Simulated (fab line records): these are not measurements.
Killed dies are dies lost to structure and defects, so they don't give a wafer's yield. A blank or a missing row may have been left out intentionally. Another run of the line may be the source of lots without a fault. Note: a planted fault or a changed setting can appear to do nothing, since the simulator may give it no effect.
fab line records ; flow n5-finfet ; part 1 of 2: steps 1 to 4 of 6
record: lots: 24; wafers: 72; last-day: 19
route steps=1938 shown FIN_CUT@169 STI_FIN_REVEAL@204 DUMMY_GATE@240 SPACER0@261
lots that met no fault: from a run of the same line without faults
start-h: the number of hours between the record's first day and the start of the first shown wafer of the lot ; wait-h: hours elapsed since this lot's preceding step ; " unchanged from the row above ; L1.1+2: a row that stands for several wafers ; - either no value or no given start ; * or withheld: withheld ; < > ~ a bound
route shown NAME@n: names a module that has steps shown in the file, with the first one's number in the route ; usual: mean/standard deviation taken from wafers without a fault ; same: alike in all rows ; chamber/n: place in a boat ; sites: per-site readings ; _std_site: standard deviation of those values ; _edge_site: mean of outer sites minus mean of inner sites ; radius-mm: for every site, how far away it sits from the centre of the wafer ; mask NAME#n: copy n ; behind: the last tool/chamber to shape the wafer ; hold: the reason the lot was held/the length of the hold in hours/how it ended ; device: transistor that didn't switch, given as n, p or np ; end of line: the tests these same wafers got at the end of their route ; a step given without rows: its recipe and nothing more ; killed: count of dies lost to structure and defects at first sort (not the wafer's yield) ; map: dies across one wafer; x = killed, . = not, _ = none there
set.NAME: the setting that was run; set.NAME@STEP: the one run at that earlier step ; model.NAME: the simulator's own value behind a step, which no gauge read
the route's steps for a sample of lots (tables are steps, rows are wafers)
services: when a tool's chamber went out of use (start-h, in hours from the record's first day, below 0 if earlier), for how many hours, and the reason
== steps ==
step: N5_FIN_CUT_ETCH_21
recipe: chemistry: N2/H2; target: SOC; target-depth-a: 2190; overetch-a: 438; mask-material: SiARC; temp-c: 40; ion-energy-ev: 100; bias-w: 61; time-s: 523.5; pressure-mtorr: 30; source-w: 850; n2-flow-sccm: 200; h2-flow-sccm: 200
usual: drypump-motor-current-A: 5.7/0.37; oes-product-au: 0.70/0.048; rf-vpp-V: 240.5/1.3; showerhead-plenum-p-Torr: 2.53/0.079; throttle-valve-pct: 18.03/0.2
lot.wafer;tool;chamber;start-h;wait-h;drypump-motor-current-A;oes-product-au;rf-hours-counter-h;rf-vpp-V;showerhead-plenum-p-Torr;throttle-valve-pct
L074.2;rie-diel-01;2;28.80;0.0;5.5;0.71;122;241.6;2.67;18.11
L074.3;rie-diel-01;1;28.80;0.0;6.1;0.72;140;240.9;2.55;18.11
L074.6;rie-diel-01;3;28.80;0.0;6.4;0.71;-;238.9;2.45;17.93
L075.2;rie-diel-03;0;33.30;0.0;5.4;0.71;135;241.5;2.56;18.00
L075.3;rie-diel-03;1;33.30;0.0;5.9;0.67;211;238.6;2.41;18.22
L075.5;rie-diel-03;3;33.30;0.0;5.5;0.72;-;241.0;2.53;18.12
L076.1;rie-diel-02;0;39.79;0.0;5.8;0.86;10;238.7;2.51;17.40
L076.4;rie-diel-02;2;39.79;0.0;5.7;0.69;154;241.2;2.54;18.05
L076.5;rie-diel-02;3;39.79;0.0;5.1;0.64;-;240.4;2.40;18.20
L077.3;rie-diel-02;2;45.99;0.0;5.6;0.68;156;241.6;2.54;18.07
L077.5;rie-diel-02;1;45.99;0.0;5.6;0.71;-;242.0;2.66;18.03
L077.6;rie-diel-02;2;45.99;0.0;5.6;0.69;-;240.6;2.54;18.05
L078.1;rie-diel-02;0;53.49;0.0;5.8;0.85;15;239.5;2.51;17.38
L078.2;rie-diel-02;3;53.49;0.0;5.0;0.65;237;239.6;2.40;18.19
L078.3;rie-diel-02;2;53.49;0.0;5.7;0.68;159;240.8;2.54;18.07
L079.2;rie-diel-02;3;59.64;0.0;5.0;0.64;238;240.0;2.40;18.20
L079.4;rie-diel-02;1;59.64;0.0;5.6;0.70;149;240.2;2.66;18.02
L079.6;rie-diel-02;3;59.64;0.0;5.1;0.64;-;238.3;2.40;18.19
L080.1;rie-diel-01;1;64.58;0.0;6.1;0.72;150;241.9;2.55;18.11
L080.2;rie-diel-01;3;64.58;0.0;6.5;0.69;148;239.5;2.45;17.94
L080.6;rie-diel-01;1;64.58;0.0;6.1;0.71;-;238.9;2.55;18.12
L081.2;rie-diel-03;0;68.31;0.0;5.4;0.71;144;240.2;2.56;18.00
L081.3;rie-diel-03;1;68.31;0.0;5.9;0.66;221;238.3;2.41;18.27
L081.5;rie-diel-03;2;68.31;0.0;5.3;0.73;-;241.3;2.54;17.92
L082.4;rie-diel-01;2;75.97;0.0;5.5;0.70;136;243.3;2.66;18.10
L082.5;rie-diel-01;1;75.97;0.0;6.1;0.70;-;241.5;2.55;18.13
L082.6;rie-diel-01;2;75.97;0.0;5.5;0.70;-;243.0;2.66;18.11
L083.2;rie-diel-03;3;81.33;0.0;5.5;0.70;166;240.1;2.53;18.14
L083.3;rie-diel-03;2;81.33;0.0;5.3;0.71;112;240.9;2.54;17.92
L083.5;rie-diel-03;2;81.33;0.0;5.3;0.72;-;241.4;2.54;17.93
L084.1;rie-diel-01;0;88.07;0.0;5.8;0.68;157;240.0;2.55;18.07
L084.4;rie-diel-01;3;88.07;0.0;6.4;0.68;154;238.5;2.44;17.96
L084.6;rie-diel-01;2;88.07;0.0;5.5;0.69;-;241.7;2.66;18.13
L085.2;rie-diel-02;3;96.35;0.0;5.1;0.64;249;237.3;2.39;18.22
L085.3;rie-diel-02;1;96.35;0.0;5.6;0.69;160;242.5;2.65;18.04
L085.6;rie-diel-02;1;96.35;0.0;5.6;0.69;-;241.1;2.65;18.05
L086.2;rie-diel-03;1;99.73;0.0;5.9;0.65;232;239.4;2.40;18.27
L086.3;rie-diel-03;2;99.73;0.0;5.3;0.72;119;240.8;2.54;17.93
L086.4;rie-diel-03;0;99.73;0.0;5.4;0.70;154;239.9;2.55;18.02
L087.1;rie-diel-02;0;107.30;0.0;5.8;0.82;30;240.0;2.50;17.43
L087.2;rie-diel-02;2;107.30;0.0;5.7;0.67;172;241.3;2.53;18.09
L087.6;rie-diel-02;2;107.30;0.0;5.7;0.67;-;240.0;2.53;18.07
L088.2;rie-diel-01;1;114.23;0.0;6.0;0.70;165;241.4;2.54;18.14
L088.5;rie-diel-01;2;114.23;0.0;5.5;0.70;-;242.5;2.66;18.13
L088.6;rie-diel-01;1;114.23;0.0;6.0;0.71;-;242.3;2.54;18.16
L089.2;rie-diel-01;0;117.29;0.0;5.7;0.68;166;239.6;2.55;18.07
L089.4;rie-diel-01;2;117.29;0.0;5.5;0.69;149;241.3;2.66;18.15
L089.5;rie-diel-01;3;117.29;0.0;6.5;0.68;-;240.8;2.44;17.97
L090.2;rie-diel-01;0;124.43;0.0;5.8;0.67;169;241.4;2.55;18.07
L090.3;rie-diel-01;2;124.43;0.0;5.5;0.69;150;242.2;2.66;18.14
L090.4;rie-diel-01;3;124.43;0.0;6.5;0.68;165;239.0;2.44;17.98
L091.3;rie-diel-02;0;131.09;0.0;5.8;0.81;38;240.2;2.50;17.43
L091.4;rie-diel-02;1;131.09;0.0;5.6;0.69;172;242.2;2.65;18.08
L091.6;rie-diel-02;2;131.09;0.0;5.6;0.67;-;240.9;2.53;18.09
L092.4;rie-diel-03;1;136.92;0.0;5.9;0.65;243;237.8;2.40;18.29
L092.5;rie-diel-03;3;136.92;0.0;5.4;0.69;-;240.8;2.52;18.18
L092.6;rie-diel-03;0;136.92;0.0;5.4;0.70;-;241.0;2.55;18.05
L093.1;rie-diel-03;2;142.44;0.0;5.3;0.71;132;242.2;2.53;17.97
L093.2;rie-diel-03;3;142.44;0.0;5.5;0.69;184;239.7;2.52;18.17
L093.4;rie-diel-03;1;142.44;0.0;5.9;0.65;243;240.6;2.40;18.30
L094.1;rie-diel-01;1;147.56;0.0;6.1;0.69;174;239.6;2.54;18.16
L094.2;rie-diel-01;0;147.56;0.0;5.7;0.67;177;241.1;2.55;18.11
L094.3;rie-diel-01;3;147.56;0.0;6.5;0.67;173;239.2;2.44;18.00
L095.1;rie-diel-01;3;153.06;0.0;6.5;0.67;176;239.7;2.44;18.01
L095.4;rie-diel-01;1;153.06;0.0;6.0;0.69;-;239.9;2.54;18.15
L095.5;rie-diel-01;3;153.06;0.0;6.5;0.67;-;239.3;2.44;17.98
L096.3;rie-diel-01;0;161.03;0.0;5.7;0.66;182;241.4;2.54;18.12
L096.5;rie-diel-01;2;161.03;0.0;5.5;0.69;-;241.6;2.65;18.17
L096.6;rie-diel-01;3;161.03;0.0;6.5;0.67;-;239.4;2.43;18.01
L097.1;rie-diel-03;0;165.58;0.0;5.4;0.68;175;239.4;2.55;18.08
L097.5;rie-diel-03;3;165.58;0.0;5.5;0.69;-;238.8;2.52;18.18
L097.6;rie-diel-03;2;165.58;0.0;5.3;0.70;-;239.8;2.53;17.98
step: N5_STI_FIN_REVEAL_OXIDATION_33
recipe: chemistry: O2_PLASMA_REMOTE; temp-c: 150; time-s: 20; pressure-mtorr: 1000; source-power-w: 2000; o2-flow-sccm: 3000
usual: drypump-motor-current-A: 5.42/0.11; heater-power-w: 144/4.2
lot.wafer;tool;chamber;start-h;wait-h;drypump-motor-current-A;heater-power-w;rf-hours-counter-h
L074.2;plasma-asher-02;1;39.69;0.0;5.39;147;74
L074.3;plasma-asher-02;0;39.69;0.0;5.43;145;-
L074.6;plasma-asher-02;0;39.69;0.0;5.42;147;-
L075.2;plasma-asher-01;0;43.56;0.0;5.58;147;29
L075.3;plasma-asher-01;1;43.56;0.0;5.30;133;-
L075.5;plasma-asher-01;1;43.56;0.0;5.29;136;-
L076.1;plasma-asher-02;1;50.00;0.0;5.39;148;75
L076.4;plasma-asher-02;1;50.00;0.0;5.41;149;-
L076.5;plasma-asher-02;0;50.00;0.0;5.49;148;-
L077.3;plasma-asher-01;1;55.93;0.0;5.27;138;-
L077.5;plasma-asher-01;1;55.93;0.0;5.25;136;-
L077.6;plasma-asher-01;0;55.93;0.0;5.58;146;-
L078.1;plasma-asher-02;1;64.70;0.0;5.39;145;78
L078.2;plasma-asher-02;0;64.70;0.0;5.45;148;78
L078.3;plasma-asher-02;0;64.70;0.0;5.43;146;-
L079.2;plasma-asher-02;1;70.19;0.0;5.38;137;80
L079.4;plasma-asher-02;1;70.19;0.0;5.39;147;-
L079.6;plasma-asher-02;0;70.19;0.0;5.49;149;-
L080.1;plasma-asher-02;1;73.87;0.0;5.40;150;81
L080.2;plasma-asher-02;0;73.87;0.0;5.45;147;81
L080.6;plasma-asher-02;0;73.87;0.0;5.46;146;-
L081.2;plasma-asher-01;0;77.55;0.0;5.60;146;37
L081.3;plasma-asher-01;0;77.55;0.0;5.61;150;-
L081.5;plasma-asher-01;0;77.55;0.0;5.60;146;-
L082.4;plasma-asher-01;0;85.31;0.0;5.61;146;-
L082.5;plasma-asher-01;0;85.31;0.0;5.60;145;-
L082.6;plasma-asher-01;1;85.31;0.0;5.29;135;-
L083.2;plasma-asher-02;1;90.65;0.0;5.39;147;85
L083.3;plasma-asher-02;0;90.65;0.0;5.41;145;-
L083.5;plasma-asher-02;0;90.65;0.0;5.44;148;-
L084.1;plasma-asher-01;1;99.12;0.0;5.28;135;41
L084.4;plasma-asher-01;0;99.12;0.0;5.60;147;-
L084.6;plasma-asher-01;0;99.12;0.0;5.61;142;-
L085.2;plasma-asher-02;0;105.72;0.0;5.46;145;87
L085.3;plasma-asher-02;1;105.72;0.0;5.39;144;-
L085.6;plasma-asher-02;1;105.72;0.0;5.38;147;-
L086.2;plasma-asher-02;1;109.16;0.1;5.41;145;88
L086.3;plasma-asher-02;1;109.16;0.1;5.39;146;-
L086.4;plasma-asher-02;0;109.16;0.1;5.41;147;-
L087.1;plasma-asher-01;0;116.81;0.0;5.60;144;44
L087.2;plasma-asher-01;1;116.81;0.0;5.27;136;44
L087.6;plasma-asher-01;0;116.81;0.0;5.62;144;-
L088.2;plasma-asher-02;0;124.03;0.0;5.45;148;92
L088.5;plasma-asher-02;0;124.03;0.0;5.45;149;-
L088.6;plasma-asher-02;1;124.03;0.0;5.40;145;-
L089.2;plasma-asher-01;1;126.54;0.0;5.28;137;46
L089.4;plasma-asher-01;0;126.54;0.0;5.59;147;-
L089.5;plasma-asher-01;0;126.54;0.0;5.58;144;-
L090.2;plasma-asher-02;1;133.89;0.0;5.40;145;95
L090.3;plasma-asher-02;0;133.89;0.0;5.42;148;-
L090.4;plasma-asher-02;1;133.89;0.0;5.39;146;-
L091.3;plasma-asher-02;0;140.98;0.1;5.42;148;-
L091.4;plasma-asher-02;1;140.98;0.1;5.39;149;-
L091.6;plasma-asher-02;0;140.98;0.1;5.43;147;-
L092.4;plasma-asher-01;0;146.78;0.0;5.59;146;-
L092.5;plasma-asher-01;1;146.78;0.0;5.28;140;-
L092.6;plasma-asher-01;0;146.78;0.0;5.56;145;-
L093.1;plasma-asher-01;0;151.76;0.0;5.60;145;48
L093.2;plasma-asher-01;1;151.76;0.0;5.25;141;48
L093.4;plasma-asher-01;0;151.76;0.0;5.59;147;-
L094.1;plasma-asher-01;1;157.57;0.0;5.27;135;49
L094.2;plasma-asher-01;0;157.57;0.0;5.57;143;49
L094.3;plasma-asher-01;0;157.57;0.0;5.58;145;-
L095.1;plasma-asher-02;0;163.17;0.0;5.46;145;104
L095.4;plasma-asher-02;0;163.17;0.0;5.44;147;-
L095.5;plasma-asher-02;1;163.17;0.0;5.38;147;-
L096.3;plasma-asher-01;0;170.68;0.0;5.56;146;-
L096.5;plasma-asher-01;0;170.68;0.0;5.59;147;-
L096.6;plasma-asher-01;1;170.68;0.0;5.27;135;-
L097.1;plasma-asher-02;1;174.89;0.0;5.39;147;105
L097.5;plasma-asher-02;0;174.89;0.0;5.45;149;-
L097.6;plasma-asher-02;1;174.89;0.0;5.40;147;-
step: N5_DUMMY_GATE_TRIM_49
recipe: chemistry: O2; resist: SOC; time-s: 29; target-cd-nm: 14; source-power-w: 300; bias-power-w: 0; O2_flow_sccm: 100; temp-c: 20
usual: drypump-motor-current-A: 5.8/0.47; oes-product-au: 1.004/0.015; throttle-valve-pct: 8.09/0.12
lot.wafer;tool;chamber;start-h;wait-h;drypump-motor-current-A;oes-product-au;rf-hours-counter-h;throttle-valve-pct
L074.2;rie-si-03;2;52.58;0.0;6.7;0.976;2;8.13
L074.3;rie-si-03;0;52.58;0.0;5.4;1.009;63;8.14
L074.6;rie-si-03;0;52.58;0.0;5.4;1.009;-;8.14
L075.2;rie-si-05;3;52.78;0.0;5.3;1.009;136;8.36
L075.3;rie-si-05;0;52.78;0.0;5.8;1.012;155;8.14
L075.5;rie-si-05;3;52.78;0.0;5.3;1.010;-;8.34
L076.1;rie-si-05;1;62.46;0.0;5.4;1.019;131;8.03
L076.4;rie-si-05;2;62.46;0.0;5.9;1.014;73;7.98
L076.5;rie-si-05;2;62.46;0.0;5.9;1.018;-;7.96
L077.3;rie-si-03;1;68.82;0.0;6.0;0.997;193;8.18
L077.5;rie-si-03;1;68.82;0.0;6.0;1.012;-;8.17
L077.6;rie-si-03;2;68.82;0.0;6.7;0.978;-;8.13
L078.1;rie-si-03;2;77.81;0.0;6.7;0.968;2;8.13
L078.2;rie-si-03;0;77.81;0.0;5.5;1.003;64;8.15
L078.3;rie-si-03;3;77.81;0.0;5.4;1.015;180;8.06
L079.2;rie-si-03;0;79.36;0.0;5.4;1.015;64;8.15
L079.4;rie-si-03;3;79.36;0.0;5.4;1.012;180;8.07
L079.6;rie-si-03;2;79.36;0.0;6.7;0.973;-;8.12
L081.2;rie-si-05;0;87.27;0.0;5.9;0.999;155;8.15
L081.3;rie-si-05;3;87.27;0.0;5.3;1.007;137;8.34
L081.5;rie-si-05;1;87.27;0.0;5.4;1.006;-;8.03
L080.1;rie-si-05;0;89.53;0.0;5.8;1.000;155;8.14
L080.2;rie-si-05;3;89.53;0.0;5.4;1.009;137;8.35
L080.6;rie-si-05;2;89.53;0.0;5.9;1.018;-;7.98
L082.4;rie-si-01;0;97.17;0.0;5.7;1.018;27;8.07
L082.5;rie-si-01;0;97.17;0.0;5.7;1.009;-;8.07
L082.6;rie-si-01;3;97.17;0.0;6.6;0.988;-;7.86
L083.2;rie-si-05;0;103.57;0.0;5.9;0.985;156;8.14
L083.3;rie-si-05;3;103.57;0.0;5.3;1.004;137;8.32
L083.5;rie-si-05;2;103.57;0.0;5.8;1.008;-;7.96
L084.1;rie-si-01;0;108.37;0.0;5.7;1.011;28;8.07
L084.4;rie-si-01;3;108.37;0.0;6.6;0.982;6;7.86
L084.6;rie-si-01;0;108.37;0.0;5.7;1.015;-;8.06
L085.2;rie-si-03;0;114.93;0.0;5.5;1.011;64;8.15
L085.3;rie-si-03;2;114.93;0.0;6.7;0.978;3;8.13
L085.6;rie-si-03;0;114.93;0.0;5.5;1.001;-;8.16
L086.2;rie-si-01;2;119.18;0.0;6.2;1.018;140;8.21
L086.3;rie-si-01;0;119.18;0.0;5.7;1.013;28;8.06
L086.4;rie-si-01;3;119.18;0.0;6.6;0.989;6;7.87
L087.1;rie-si-01;2;125.97;0.0;6.2;1.016;140;8.20
L087.2;rie-si-01;3;125.97;0.0;6.6;0.984;6;7.86
L087.6;rie-si-01;0;125.97;0.0;5.7;1.011;-;8.05
L088.2;rie-si-01;0;133.30;0.0;5.7;1.017;28;8.05
L088.5;rie-si-01;0;133.30;0.0;5.7;1.012;-;8.07
L088.6;rie-si-01;1;133.30;0.0;5.4;1.016;-;8.00
L089.2;rie-si-05;0;136.48;0.0;5.8;0.984;156;8.14
L089.4;rie-si-05;2;136.48;0.0;5.8;1.016;75;7.96
L089.5;rie-si-05;0;136.48;0.0;5.9;0.985;-;8.14
L090.2;rie-si-01;3;143.94;0.0;6.6;0.984;6;7.88
L090.3;rie-si-01;2;143.94;0.0;6.2;1.011;140;8.20
L090.4;rie-si-01;1;143.94;0.0;5.4;1.026;-;8.00
L091.3;rie-si-03;0;151.84;0.0;5.4;1.010;65;8.15
L091.4;rie-si-03;3;151.84;0.0;5.4;1.020;-;8.06
L091.6;rie-si-03;2;151.84;0.0;6.7;0.978;-;8.13
L092.4;rie-si-01;3;159.63;0.0;6.6;0.984;7;7.87
L092.5;rie-si-01;0;159.63;0.0;5.7;1.007;-;8.07
L092.6;rie-si-01;1;159.63;0.0;5.4;1.018;-;7.99
L093.1;rie-si-03;3;162.30;0.0;5.4;1.011;181;8.06
L093.2;rie-si-03;2;162.30;0.0;6.7;0.973;4;8.12
L093.4;rie-si-03;0;162.30;0.0;5.5;1.012;-;8.14
L094.1;rie-si-03;0;169.52;0.0;5.4;1.015;66;8.16
L094.2;rie-si-03;2;169.52;0.0;6.7;0.980;4;8.13
L094.3;rie-si-03;3;169.52;0.0;5.4;1.001;182;8.08
L095.1;rie-si-01;2;172.85;0.0;6.2;1.013;141;8.19
L095.4;rie-si-01;0;172.85;0.0;5.7;1.019;29;8.07
L095.5;rie-si-01;3;172.85;0.0;6.6;0.990;-;7.86
L096.3;rie-si-05;3;184.38;0.0;5.4;0.995;139;8.33
L096.5;rie-si-05;0;184.38;0.0;5.8;0.991;-;8.14
L096.6;rie-si-05;3;184.38;0.0;5.4;1.002;-;8.33
L097.1;rie-si-05;1;186.26;0.0;5.4;1.003;133;8.03
L097.5;rie-si-05;2;186.26;0.0;5.9;1.016;-;7.96
L097.6;rie-si-05;3;186.26;0.0;5.3;1.010;-;8.33
step: N5_DUMMY_GATE_STRIP_41
recipe: chemistry: O2; power-w: 400; temp-c: 40; pressure-mtorr: 30; rf-frequency-hz: 6e+07; bias-power-w: 0; overash-fraction: 0.3; o2-flow-sccm: 225
usual: drypump-motor-current-A: 5.7/0.37; oes-product-au: 0.77/0.068; rf-vpp-V: 3.7/0.47; showerhead-plenum-p-Torr: 2.10/0.072; throttle-valve-pct: 16.83/0.22
same: overash-fraction: 0.3
lot.wafer;tool;chamber;start-h;wait-h;drypump-motor-current-A;oes-product-au;rf-hours-counter-h;rf-vpp-V;showerhead-plenum-p-Torr;throttle-valve-pct
L074.2;rie-diel-01;2;52.82;0.0;5.5;0.77;128;3.2;2.18;16.94
L074.3;rie-diel-01;0;52.82;0.0;5.7;0.74;149;3.8;2.12;16.93
L074.6;rie-diel-01;0;52.82;0.0;5.7;0.75;-;3.8;2.12;16.92
L075.2;rie-diel-01;0;53.14;0.0;5.8;0.75;149;3.4;2.12;16.92
L075.3;rie-diel-01;1;53.14;0.0;6.1;0.77;148;4.5;2.10;16.87
L075.5;rie-diel-01;0;53.14;0.0;5.8;0.75;-;3.0;2.12;16.91
L076.1;rie-diel-01;0;62.70;0.0;5.7;0.75;151;3.2;2.12;16.93
L076.4;rie-diel-01;2;62.70;0.0;5.5;0.76;-;3.8;2.18;16.96
L076.5;rie-diel-01;0;62.70;0.0;5.7;0.75;-;4.0;2.12;16.93
L077.3;rie-diel-01;1;69.07;0.0;6.1;0.77;151;4.0;2.10;16.88
L077.5;rie-diel-01;2;69.07;0.0;5.5;0.76;-;3.1;2.18;16.95
L077.6;rie-diel-01;1;69.07;0.0;6.0;0.77;-;3.8;2.09;16.86
L078.1;rie-diel-02;1;78.08;0.0;5.6;0.76;154;3.1;2.19;16.85
L078.2;rie-diel-02;2;78.08;0.0;5.7;0.74;166;4.5;2.07;16.82
L078.3;rie-diel-02;3;78.08;0.0;5.0;0.68;244;3.0;2.00;17.24
L079.2;rie-diel-01;3;79.60;0.0;6.5;0.77;152;3.9;2.00;16.67
L079.4;rie-diel-01;2;79.60;0.0;5.5;0.77;137;3.8;2.18;16.95
L079.6;rie-diel-01;3;79.60;0.0;6.5;0.76;-;4.4;2.00;16.66
L081.2;rie-diel-01;2;87.72;0.0;5.5;0.77;139;3.0;2.18;16.98
L081.3;rie-diel-01;0;87.72;0.0;5.8;0.75;157;4.1;2.11;16.93
L081.5;rie-diel-01;0;87.72;0.0;5.8;0.75;-;3.8;2.12;16.93
L080.1;rie-diel-03;3;89.77;0.0;5.5;0.77;168;3.5;2.11;17.10
L080.2;rie-diel-03;1;89.77;0.0;5.9;0.71;228;3.6;1.98;17.05
L080.6;rie-diel-03;2;89.77;0.0;5.3;0.79;-;3.9;2.11;16.94
L082.4;rie-diel-02;1;97.41;0.0;5.6;0.76;160;4.6;2.19;16.85
L082.5;rie-diel-02;3;97.41;0.0;5.1;0.68;-;3.1;1.99;17.25
L082.6;rie-diel-02;2;97.41;0.0;5.6;0.74;-;3.5;2.07;16.81
L083.2;rie-diel-01;2;103.81;0.0;5.5;0.75;144;3.7;2.18;16.98
L083.3;rie-diel-01;1;103.81;0.0;6.0;0.75;162;3.8;2.09;16.89
L083.5;rie-diel-01;2;103.81;0.0;5.5;0.75;-;3.7;2.18;17.00
L084.1;rie-diel-02;0;108.61;0.0;5.8;0.89;31;3.7;2.06;16.31
L084.4;rie-diel-02;0;108.61;0.0;5.7;0.89;-;3.4;2.06;16.31
L084.6;rie-diel-02;2;108.61;0.0;5.6;0.74;-;3.6;2.06;16.83
L085.2;rie-diel-02;0;115.18;0.0;5.8;0.87;34;3.8;2.06;16.31
L085.3;rie-diel-02;2;115.18;0.0;5.6;0.74;175;3.8;2.06;16.83
L085.6;rie-diel-02;0;115.18;0.0;5.8;0.89;-;5.4;2.06;16.31
L086.2;rie-diel-01;0;119.48;0.0;5.7;0.73;167;3.5;2.11;16.96
L086.3;rie-diel-01;3;119.48;0.0;6.4;0.75;163;3.4;1.99;16.70
L086.4;rie-diel-01;2;119.48;0.0;5.5;0.74;149;3.7;2.17;16.99
L087.1;rie-diel-03;1;126.23;0.0;5.9;0.70;239;3.8;1.97;17.09
L087.2;rie-diel-03;3;126.23;0.0;5.5;0.75;180;3.8;2.11;17.11
L087.6;rie-diel-03;3;126.23;0.0;5.5;0.75;-;3.6;2.11;17.11
L088.2;rie-diel-02;1;133.54;0.0;5.6;0.74;173;3.4;2.18;16.88
L088.5;rie-diel-02;3;133.54;0.0;5.0;0.99;-;3.8;2.26;16.76
L088.6;rie-diel-02;0;133.54;0.0;5.7;0.88;-;3.2;2.06;16.32
L089.2;rie-diel-02;1;136.83;0.0;5.6;0.75;174;4.3;2.18;16.89
L089.4;rie-diel-02;3;136.83;0.0;5.0;0.99;7;3.2;2.26;16.77
L089.5;rie-diel-02;1;136.83;0.0;5.6;0.74;-;3.8;2.18;16.89
L090.2;rie-diel-01;3;144.19;0.0;6.4;0.74;172;3.2;1.99;16.72
L090.3;rie-diel-01;2;144.19;0.0;5.5;0.73;157;4.1;2.17;17.00
L090.4;rie-diel-01;1;144.19;0.0;6.1;0.75;173;3.6;2.09;16.92
L091.3;rie-diel-03;3;152.08;0.0;5.4;0.75;188;4.6;2.10;17.14
L091.4;rie-diel-03;0;152.08;0.0;5.4;0.75;170;3.8;2.11;16.82
L091.6;rie-diel-03;3;152.08;0.0;5.5;0.74;-;3.8;2.10;17.13
L092.4;rie-diel-02;3;159.88;0.0;5.0;0.96;13;4.1;2.26;16.79
L092.5;rie-diel-02;2;159.88;0.0;5.6;0.72;-;4.3;2.06;16.87
L092.6;rie-diel-02;1;159.88;0.0;5.6;0.74;-;4.1;2.18;16.90
L093.1;rie-diel-02;0;162.56;0.0;5.8;0.86;48;3.8;2.06;16.33
L093.2;rie-diel-02;3;162.56;0.0;5.0;0.96;14;3.7;2.25;16.78
L093.4;rie-diel-02;1;162.56;0.0;5.6;0.73;182;4.0;2.18;16.89
L094.1;rie-diel-01;2;169.76;0.0;5.5;0.75;163;3.5;2.17;17.02
L094.2;rie-diel-01;1;169.76;0.0;6.1;0.75;179;4.2;2.09;16.92
L094.3;rie-diel-01;3;169.76;0.0;6.4;0.74;180;3.8;1.99;16.73
L095.1;rie-diel-02;1;173.09;0.0;5.6;0.74;185;3.4;2.18;16.91
L095.4;rie-diel-02;0;173.09;0.0;5.8;0.87;52;3.1;2.06;16.33
L095.5;rie-diel-02;0;173.09;0.0;5.8;0.86;-;4.1;2.06;16.32
L096.3;rie-diel-01;3;184.62;0.0;6.4;0.73;184;4.8;1.99;16.71
L096.5;rie-diel-01;3;184.62;0.0;6.4;0.73;-;3.3;1.99;16.72
L096.6;rie-diel-01;0;184.62;0.0;5.7;0.72;-;3.4;2.10;17.00
L097.1;rie-diel-02;2;186.50;0.0;5.7;0.71;196;3.7;2.06;16.88
L097.5;rie-diel-02;3;186.50;0.0;5.0;0.94;-;3.6;2.25;16.79
L097.6;rie-diel-02;0;186.50;0.0;5.8;0.85;-;2.9;2.06;16.35
